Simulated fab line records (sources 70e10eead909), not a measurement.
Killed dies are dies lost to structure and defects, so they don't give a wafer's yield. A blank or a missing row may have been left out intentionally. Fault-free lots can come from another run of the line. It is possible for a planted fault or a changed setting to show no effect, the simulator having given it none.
fab line records | flow nand-harc
record: lots: 12 | wafers: 36 | last-day: 34
route steps=1302 shown P_ZERO_WELL@18 P_GATE@132 END@1302
lots that met no fault: from a run of the same line without faults
start-h: hours from the record's opening day to when the first of the lot's shown wafers began | wait-h: hours since the lot's step before | " same as the row above | L1.1+2: several wafers, shown together as one row | - either no value or no given start | * or withheld: withheld | < > ~ a bound
route shown NAME@n: names a module that has steps shown in the file, with the first one's number in the route | usual: average and standard deviation across the fault-free wafers | same: alike in all rows | chamber/n: place in a boat | sites: each site's reading | _std_site: the standard deviation of these | _edge_site: inner sites' mean taken away from outer sites' mean | radius-mm: how far each site lies from the wafer's centre | mask NAME#n: copy n | behind: tool/chamber where the wafer was last shaped | hold: why the lot was held/for how many hours/how that ended | device: whichever transistor did not switch (one of n, p or np) | end of line: tests of these same wafers at the route's end | a step without rows: its recipe alone | killed: count of dies lost to structure and defects at first sort (not the wafer's yield) | map: shows each die of a wafer: x if killed, . if not, _ if none is there
set.NAME: setting as actually run; set.NAME@STEP: the setting as run at that earlier step | model.NAME: the simulator's own value behind a step, which no gauge read
one table for each step of the route and one row for each wafer, over a sample of lots
services: the hour from which a tool's chamber was out of use, counted from the record's first day as start-h (under 0 if before that day), plus the number of hours and why
== steps ==
step: NHARC_P_ZERO_WELL_ETCH_62
recipe: target-depth-a: 130 | time-s: 6.5 | chf3-flow-sccm: 50 | ar-flow-sccm: 200 | rf-w: 500 | bias-w: 200 | chemistry: CHF3/Ar
usual: drypump-motor-current-A: 5.9/0.35 | oes-product-au: 0.961/0.019 | rf-fwd-power-W: 488.2/2.2 | rf-vpp-V: 370.4/2.8 | showerhead-plenum-p-Torr: 2.34/0.12 | throttle-valve-pct: 20.216/0.0091
lot.wafer | tool        | chamber | start-h | wait-h | drypump-motor-current-A | oes-product-au | rf-fwd-power-W | rf-hours-counter-h | rf-vpp-V | showerhead-plenum-p-Torr | throttle-valve-pct
L483.2    | rie-diel-07 | 1       | -       | -      | 5.7                     | 0.980          | 487.1          | 25                 | 369.1    | 2.25                     | 20.225
L483.4    | "           | 2       | "       | "      | 6.0                     | 0.988          | 484.2          | 26                 | 371.0    | 2.36                     | 20.212
L483.3    | "           | 3       | "       | "      | 6.1                     | 0.961          | 487.3          | 24                 | 374.5    | 2.53                     | 20.215
L484.3    | rie-diel-07 | 2       | -       | -      | 6.0                     | 0.930          | 487.1          | 31                 | 370.6    | 2.35                     | 20.224
L484.1    | "           | 3       | "       | "      | 6.1                     | 0.935          | 486.7          | 29                 | 375.7    | 2.52                     | 20.229
L484.4    | "           | 0       | "       | "      | 6.1                     | 0.932          | 486.5          | 29                 | 367.2    | 2.21                     | 20.206
L486.2    | rie-diel-13 | 0       | -       | -      | 6.4                     | 0.985          | 491.4          | 15                 | 368.4    | 2.27                     | 20.214
L486.3    | "           | 3       | "       | "      | 6.1                     | 0.982          | 490.2          | 17                 | 368.5    | 2.27                     | 20.210
L486.6    | "           | 1       | "       | "      | 6.5                     | 0.963          | 493.5          | -                  | 373.3    | 2.48                     | 20.205
L487.1    | rie-diel-07 | 1       | -       | -      | 5.7                     | 0.966          | 487.0          | 37                 | 367.8    | 2.25                     | 20.211
L487.4    | "           | 3       | "       | "      | 6.1                     | 0.979          | 488.0          | 38                 | 374.5    | 2.52                     | 20.224
L487.5    | "           | 1       | "       | "      | 5.7                     | 0.966          | 486.0          | -                  | 367.6    | 2.25                     | 20.219
L491.1    | rie-diel-13 | 1       | -       | -      | 6.4                     | 0.962          | 490.6          | 37                 | 372.7    | 2.47                     | 20.206
L491.6    | "           | 1       | "       | "      | 6.4                     | 0.960          | 489.7          | -                  | 374.2    | 2.47                     | 20.217
L491.5    | "           | 3       | "       | "      | 6.1                     | 0.962          | 490.2          | -                  | 370.5    | 2.26                     | 20.227
L494.3    | rie-diel-13 | 1       | -       | -      | 6.4                     | 0.988          | 489.8          | 40                 | 374.7    | 2.47                     | 20.222
L494.6    | "           | 1       | "       | "      | 6.4                     | 0.985          | 488.8          | -                  | 373.3    | 2.47                     | 20.210
L494.5    | "           | 2       | "       | "      | 6.2                     | 0.972          | 486.5          | -                  | 366.7    | 2.19                     | 20.207
L498.2    | rie-diel-07 | 1       | -       | -      | 5.7                     | 0.942          | 486.2          | 17                 | 367.5    | 2.23                     | 20.194
L498.4    | "           | 2       | "       | "      | 5.9                     | 0.940          | 486.9          | 15                 | 369.2    | 2.34                     | 20.222
L498.3    | "           | 0       | "       | "      | 6.1                     | 0.942          | 485.6          | 15                 | 368.0    | 2.20                     | 20.205
L502.4    | rie-diel-07 | 0       | -       | -      | 6.1                     | 0.985          | 488.5          | 33                 | 366.9    | 2.19                     | 20.203
L502.1    | "           | 1       | "       | "      | 5.7                     | 0.982          | 490.3          | 33                 | 368.5    | 2.23                     | 20.217
L502.2    | "           | 3       | "       | "      | 6.2                     | 0.952          | 489.0          | 29                 | 375.1    | 2.50                     | 20.216
L503.1    | rie-diel-05 | 2       | -       | -      | 5.3                     | 0.966          | 486.2          | 54                 | 372.6    | 2.44                     | 20.221
L503.2    | "           | 0       | "       | "      | 6.2                     | 0.950          | 487.3          | 40                 | 373.1    | 2.45                     | 20.223
L503.4    | "           | 1       | "       | "      | 5.5                     | 0.954          | 490.8          | 51                 | 374.3    | 2.49                     | 20.205
L504.2    | rie-diel-07 | 1       | -       | -      | 5.7                     | 0.984          | 486.7          | 38                 | 366.9    | 2.23                     | 20.217
L504.4    | "           | 2       | "       | "      | 6.0                     | 0.962          | 491.3          | 35                 | 370.4    | 2.33                     | 20.224
L504.5    | "           | 2       | "       | "      | 5.9                     | 0.976          | 487.4          | -                  | 370.7    | 2.33                     | 20.226
L505.4    | rie-diel-07 | 2       | -       | -      | 6.0                     | 0.977          | 488.5          | 38                 | 370.5    | 2.33                     | 20.211
L505.2    | "           | 3       | "       | "      | 6.1                     | 0.958          | 489.3          | 41                 | 373.3    | 2.50                     | 20.211
L505.6    | "           | 0       | "       | "      | 6.1                     | 0.984          | 487.0          | -                  | 365.4    | 2.19                     | 20.227
L506.2    | rie-diel-07 | 2       | -       | -      | 5.9                     | 0.954          | 486.8          | 40                 | 370.3    | 2.33                     | 20.212
L506.4    | "           | 3       | "       | "      | 6.1                     | 0.941          | 487.4          | 43                 | 376.6    | 2.50                     | 20.210
L506.6    | "           | 0       | "       | "      | 6.1                     | 0.953          | 487.2          | -                  | 366.9    | 2.18                     | 20.226
step: NHARC_P_ZERO_WELL_EXPOSE_49
recipe: na: 0.6 | target-cd-nm: 2000 | dose-mj: 22.64 | mask-id: P_HVPW
lot.wafer  | tool           | chamber | start-h | wait-h | mask
L483.2+3+4 | krf-scanner-02 | 0       | 25.40   | -      | P_HVPW#0
L484.1+3+4 | krf-scanner-01 | 0       | 36.96   | -      | P_HVPW#0
L486.2+3+6 | krf-scanner-02 | 0       | 55.94   | -      | P_HVPW#0
L487.1+4+5 | krf-scanner-02 | 0       | 65.82   | -      | P_HVPW#0
L491.1+5+6 | krf-scanner-04 | 0       | 105.59  | -      | P_HVPW#0
L494.3+5+6 | krf-scanner-01 | 0       | 135.87  | -      | P_HVPW_R1#0
L498.2+3+4 | krf-scanner-04 | 0       | 176.32  | -      | P_HVPW#0
L502.1+2+4 | krf-scanner-01 | 0       | 215.42  | -      | P_HVPW#0
L503.1+2+4 | krf-scanner-04 | 0       | 225.46  | -      | P_HVPW#0
L504.2+4+5 | krf-scanner-01 | 0       | 235.79  | -      | P_HVPW#0
L505.2+4+6 | krf-scanner-01 | 0       | 245.65  | -      | P_HVPW#0
L506.2+4+6 | krf-scanner-01 | 0       | 255.58  | -      | P_HVPW#0
step: NHARC_P_ZERO_WELL_CD_MEAS_52
recipe: target-cd-nm: 2000 | landing-energy-ev: 500
usual: cd-nm: 2000.2/1.3
lot.wafer | tool      | chamber | start-h | wait-h | cd-nm
L483.2    | cd-sem-02 | 0       | 25.56   | -      | 2002.2
L483.3    | "         | 0       | "       | "      | 2002.1
L483.4    | "         | 0       | "       | "      | 2001.6
L484.1    | cd-sem-02 | 0       | 37.12   | -      | 1999.2
L484.3    | "         | 0       | "       | "      | 2001.0
L484.4    | "         | 0       | "       | "      | 2001.5
L486.2    | cd-sem-01 | 0       | 56.10   | -      | 2000.3
L486.3    | "         | 0       | "       | "      | 2000.0
L486.6    | "         | 0       | "       | "      | 2000.2
L487.1    | cd-sem-01 | 0       | 65.97   | -      | 1999.9
L487.4    | "         | 0       | "       | "      | 1999.5
L487.5    | "         | 0       | "       | "      | 1998.0
L491.1    | cd-sem-03 | 0       | 105.75  | -      | 1999.2
L491.5    | "         | 0       | "       | "      | 1999.0
L491.6    | "         | 0       | "       | "      | 2000.3
L494.3    | cd-sem-02 | 0       | 136.01  | -      | 1838.0
L494.5    | "         | 0       | "       | "      | 1836.8
L494.6    | "         | 0       | "       | "      | 1835.9
L498.2    | cd-sem-01 | 0       | 176.47  | -      | 2001.7
L498.3    | "         | 0       | "       | "      | 2001.4
L498.4    | "         | 0       | "       | "      | 1999.7
L502.1    | cd-sem-03 | 0       | 215.57  | -      | 2000.3
L502.2    | "         | 0       | "       | "      | 1999.3
L502.4    | "         | 0       | "       | "      | 2001.3
L503.1    | cd-sem-01 | 0       | 225.62  | -      | 1998.1
L503.2    | "         | 0       | "       | "      | 1999.1
L503.4    | "         | 0       | "       | "      | 1998.2
L504.2    | cd-sem-01 | 0       | 235.94  | -      | 2000.5
L504.4    | "         | 0       | "       | "      | 2000.6
L504.5    | "         | 0       | "       | "      | 2001.8
L505.2    | cd-sem-01 | 0       | 245.81  | -      | 1998.3
L505.4    | "         | 0       | "       | "      | 2000.7
L505.6    | "         | 0       | "       | "      | 2000.8
L506.2    | cd-sem-03 | 0       | 255.73  | -      | 1999.4
L506.4    | "         | 0       | "       | "      | 1997.7
L506.6    | "         | 0       | "       | "      | 1999.4
step: NHARC_P_GATE_DEP_103
recipe: target-thk-a: 300 | target-thk-nm: 30 | temp-c: 400 | flow-sccm: 200 | rf-w: 350 | material: SiON
usual: heater-power-w: 726/100 | rf-fwd-power-W: 348.5/1.1
lot.wafer | tool     | chamber | start-h | wait-h | heater-power-w | rf-fwd-power-W
L483.3    | pecvd-03 | 2       | 104.09  | 0.3    | 722            | 347.8
L483.2    | "        | 1       | "       | "      | 871            | 349.0
L483.4    | "        | 2       | "       | "      | 710            | 348.3
L484.1    | pecvd-02 | 1       | 108.67  | 0.6    | 702            | 347.0
L484.3    | "        | 2       | "       | "      | 496            | 348.7
L484.4    | "        | 2       | "       | "      | 495            | 348.6
L486.3    | pecvd-03 | 2       | 120.39  | 0.3    | 756            | 348.4
L486.2    | "        | 0       | "       | "      | 741            | 347.9
L486.6    | "        | 0       | "       | "      | 760            | 346.5
L487.1    | pecvd-02 | 1       | 135.36  | 0.6    | 652            | 349.0
L487.5    | "        | 1       | "       | "      | 652            | 349.0
L487.4    | "        | 2       | "       | "      | 500            | 347.8
L491.1    | pecvd-01 | 0       | 173.16  | 0.6    | 805            | 346.5
L491.5    | "        | 0       | "       | "      | 789            | 345.7
L491.6    | "        | 1       | "       | "      | 708            | 347.0
L494.3    | pecvd-03 | 2       | 207.63  | 0.3    | 773            | 348.3
L494.5    | "        | 0       | "       | "      | 731            | 347.9
L494.6    | "        | 1       | "       | "      | 927            | 347.6
L498.3    | pecvd-01 | 1       | 238.50  | 0.4    | 669            | 347.6
L498.2    | "        | 2       | "       | "      | 673            | 348.8
L498.4    | "        | 0       | "       | "      | 822            | 348.3
L502.1    | pecvd-02 | 1       | 286.02  | 0.6    | 603            | 347.9
L502.2    | "        | 2       | "       | "      | 517            | 350.7
L502.4    | "        | 2       | "       | "      | 513            | 350.7
L504.2    | pecvd-01 | 2       | 296.81  | 0.5    | 668            | 347.2
L504.5    | "        | 1       | "       | "      | 616            | 346.9
L504.4    | "        | 2       | "       | "      | 698            | 348.8
L503.1    | pecvd-03 | 1       | 297.42  | 0.6    | 877            | 349.1
L503.2    | "        | 2       | "       | "      | 774            | 349.1
L503.4    | "        | 1       | "       | "      | 873            | 351.2
L505.2    | pecvd-03 | 1       | 309.04  | 0.4    | 966            | 348.5
L505.6    | "        | 2       | "       | "      | 799            | 347.0
L505.4    | "        | 0       | "       | "      | 756            | 348.4
L506.2    | pecvd-03 | 0       | 323.20  | 0.4    | 708            | 348.4
L506.4    | "        | 1       | "       | "      | 896            | 349.0
L506.6    | "        | 2       | "       | "      | 781            | 349.4
step: NHARC_P_GATE_ETCH_32
recipe: target-depth-a: 1500 | over-etch-frac: 1 | over-etch-ion-energy-ev: 40 | time-s: 100.1 | hbr-flow-sccm: 150 | cl2-flow-sccm: 50 | rf-w: 400 | icp-w: 400 | bias-w: 100 | chemistry: HBr/Cl2
usual: drypump-motor-current-A: 5.8/0.37 | oes-product-au: 0.999/0.0067 | rf-fwd-power-W: 396.9/1.6 | throttle-valve-pct: 26.406/0.0092
lot.wafer | tool      | chamber | start-h | wait-h | drypump-motor-current-A | oes-product-au | rf-fwd-power-W | rf-hours-counter-h | throttle-valve-pct
L483.3    | rie-si-01 | 0       | 105.42  | -      | 5.9                     | 1.010          | 397.8          | 0.48               | 26.409
L483.4    | "         | 1       | "       | "      | 5.3                     | 0.998          | 394.3          | 0.37               | 26.390
L483.2    | "         | 3       | "       | "      | 5.3                     | 0.999          | 397.1          | 0.48               | 26.401
L484.3    | rie-si-01 | 1       | 110.01  | -      | 5.3                     | 0.994          | 396.9          | 0.45               | 26.416
L484.1    | "         | 2       | "       | "      | 6.1                     | 0.996          | 396.7          | 0.49               | 26.400
L484.4    | "         | 0       | "       | "      | 5.9                     | 1.000          | 396.4          | -                  | 26.422
L486.3    | rie-si-06 | 0       | 121.72  | -      | 5.4                     | 0.999          | 395.6          | 0.23               | 26.405
L486.2    | "         | 1       | "       | "      | 6.2                     | 0.996          | 396.5          | 0.27               | 26.412
L486.6    | "         | 0       | "       | "      | 5.3                     | 1.002          | 397.2          | -                  | 26.400
L487.4    | rie-si-06 | 2       | 136.53  | -      | 5.5                     | 0.995          | 397.5          | 0.40               | 26.396
L487.1    | "         | 0       | "       | "      | 5.4                     | 1.000          | 396.6          | 0.33               | 26.415
L487.5    | "         | 3       | "       | "      | 5.8                     | 0.983          | 396.3          | -                  | 26.417
L491.1    | rie-si-04 | 1       | 174.36  | -      | 5.9                     | 1.004          | 395.4          | 0.01               | 26.395
L491.5    | "         | 1       | "       | "      | 5.9                     | 1.004          | 396.0          | -                  | 26.401
L491.6    | "         | 2       | "       | "      | 5.3                     | 1.005          | 396.5          | -                  | 26.396
L494.3    | rie-si-01 | 3       | 208.99  | -      | 5.3                     | 0.993          | 394.6          | 0.03               | 26.411
L494.5    | "         | 1       | "       | "      | 5.3                     | 0.995          | 394.4          | -                  | 26.412
L494.6    | "         | 2       | "       | "      | 6.1                     | 1.000          | 396.8          | -                  | 26.408
L498.2    | rie-si-04 | 2       | 239.82  | -      | 5.2                     | 0.988          | 398.5          | 0.43               | 26.395
L498.4    | "         | 3       | "       | "      | 6.2                     | 1.007          | 400.1          | 0.45               | 26.415
L498.3    | "         | 1       | "       | "      | 5.9                     | 0.998          | 397.7          | 0.50               | 26.411
L502.2    | rie-si-01 | 3       | 287.36  | -      | 5.3                     | 0.997          | 395.5          | 0.51               | 26.407
L502.1    | "         | 0       | "       | "      | 5.9                     | 1.006          | 399.4          | 0.61               | 26.406
L502.4    | "         | 1       | "       | "      | 5.3                     | 0.997          | 394.0          | 0.54               | 26.409
L504.2    | rie-si-04 | 1       | 298.57  | -      | 5.9                     | 0.989          | 395.6          | 0.92               | 26.406
L504.4    | "         | 2       | "       | "      | 5.3                     | 0.995          | 399.1          | 0.82               | 26.401
L504.5    | "         | 0       | "       | "      | 6.3                     | 0.996          | 397.1          | -                  | 26.402
L503.4    | rie-si-06 | 2       | 298.72  | -      | 5.5                     | 1.003          | 396.9          | 0.22               | 26.404
L503.2    | "         | 3       | "       | "      | 5.8                     | 1.012          | 396.4          | 0.19               | 26.395
L503.1    | "         | 1       | "       | "      | 6.2                     | 0.999          | 394.8          | 0.26               | 26.402
L505.2    | rie-si-06 | 2       | 310.37  | -      | 5.5                     | 1.002          | 396.6          | 0.32               | 26.391
L505.4    | "         | 0       | "       | "      | 5.3                     | 1.006          | 395.6          | 0.30               | 26.405
L505.6    | "         | 2       | "       | "      | 5.5                     | 1.002          | 398.7          | -                  | 26.411
L506.4    | rie-si-01 | 1       | 324.63  | -      | 5.3                     | 1.000          | 396.4          | 0.74               | 26.418
L506.2    | "         | 0       | "       | "      | 5.9                     | 1.003          | 396.8          | 0.79               | 26.413
L506.6    | "         | 2       | "       | "      | 6.1                     | 1.008          | 396.0          | -                  | 26.416
step: NHARC_END_SORT_01
recipe: temp-c: 25
usual: killed-at-array: 56/21 | killed-at-other: 1.2/1.6 | killed-at-periphery: 3.7/2.5 | killed-dies: 61/21 | killed-open: 3.1/1.8 | killed-short: 2.8/1.7
same: gross-dies: 677
lot.wafer | tool      | chamber | start-h | wait-h | killed-at-array | killed-at-other | killed-at-periphery | killed-dies | killed-open | killed-short
L494.3    | prober-02 | 0       | 673.28  | 3.1    | 47              | 3               | 9                   | 59          | 5           | 4
L494.5    | prober-02 | 0       | 674.85  | 3.7    | 47              | 0               | 3                   | 50          | 0           | 2
L494.6    | prober-02 | 0       | 675.64  | 3.9    | 42              | 0               | 8                   | 50          | 2           | 3
killed by level:class
L494.3 A_CHANNEL_HOLE_D1:chamber-film-flake=37 P_GATE:chamber-film-flake=3 P_M0:geometric-particle:open=2 P_STI:chamber-film-flake=2 P_CONTACT:geometric-particle:open=1 A_SOURCE_PLATE:geometric-particle:short=1 A_ONON_D1:geometric-particle:short=1 A_M0:geometric-particle:open=1
L494.5 A_CHANNEL_HOLE_D1:chamber-film-flake=33 A_CONTACT:chamber-film-flake=4 P_ZERO_WELL:chamber-film-flake=2 A_ZERO_WELL:chamber-film-flake=2 A_SOURCE_PLATE:geometric-particle:short=1 A_ONON_D1:geometric-particle:short=1 A_CHANNEL_HOLE_D2:chamber-film-flake=1 A_CHANNEL_FILL_D2:chamber-film-flake=1
L494.6 A_CHANNEL_HOLE_D1:chamber-film-flake=29 P_GATE:chamber-film-flake=4 P_ZERO_WELL:area-expose=3 A_WL_FILL:geometric-particle:short=2 A_M0:geometric-particle:open=2 A_STAIRCASE:chamber-film-flake=2 A_CONTACT:chamber-film-flake=2 A_M1:geometric-particle:short=1
== services ==
tool           | chamber | start-h | hours | kind
pecvd-03       | -       | 4.13    | 13.0  | pm
rie-si-01      | -       | 16.02   | 9.0   | pm
pecvd-03       | 0       | 23.40   | 5.2   | repair
rie-si-01      | 1       | 30.99   | 4.7   | repair
krf-scanner-01 | -       | 71.06   | 26.3  | repair
rie-si-06      | -       | 72.00   | 9.0   | pm
rie-diel-07    | 3       | 103.16  | 2.4   | repair
rie-si-01      | 3       | 109.82  | 2.3   | repair
rie-diel-07    | -       | 117.33  | 9.0   | pm
krf-scanner-01 | -       | 119.82  | 10.2  | repair
krf-scanner-01 | -       | 140.00  | 4.0   | pm
rie-si-06      | -       | 142.05  | 0.9   | repair
rie-si-01      | -       | 167.33  | 0.8   | repair
pecvd-03       | -       | 185.23  | 13.0  | pm
rie-si-01      | -       | 193.02  | 9.0   | pm
rie-si-06      | 1       | 217.97  | 6.1   | repair
rie-si-01      | 3       | 227.84  | 1.4   | repair
rie-si-06      | -       | 249.00  | 9.0   | pm
krf-scanner-01 | -       | 250.61  | 0.7   | repair
rie-diel-07    | -       | 253.45  | 0.7   | repair
rie-si-01      | 1       | 255.22  | 9.4   | repair
rie-diel-07    | 0       | 275.90  | 13.9  | repair
rie-diel-07    | -       | 294.35  | 9.0   | pm
krf-scanner-01 | -       | 312.00  | 4.0   | pm
== key ==
first-sign: step: NHARC_P_ZERO_WELL_EXPOSE_49 | reading: mask | direction: changed
effect: step: NHARC_P_ZERO_WELL_CD_MEAS_52 | reading: cd-nm | direction: down | sigmas: 99+ | usual: 2000.2 | struck: 1836.9
met-at NHARC_P_ZERO_WELL_EXPOSE_49
struck-lots L494
tester-left-out L494
not-acting-at NHARC_P_ZERO_WELL_ETCH_62,NHARC_P_GATE_DEP_103,NHARC_P_GATE_ETCH_32
onset-between 36.96 135.87
fault: kind: wrong-mask | tool: any | chamber: - | onset-h: 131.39 | steps: NHARC_P_ZERO_WELL_EXPOSE_49 | aux-copy: P_HVPW_R1#0 | cd-offset-nm: -164.86 | scope: struck-lots-only
tester-left-out: of these lots the tester's yield and bins aren't shown, on N5 and GAA mostly nor the transistor test; their killed dies are dies lost to structure and defects alone, not to doping, threshold or leakage, so they don't give the yield
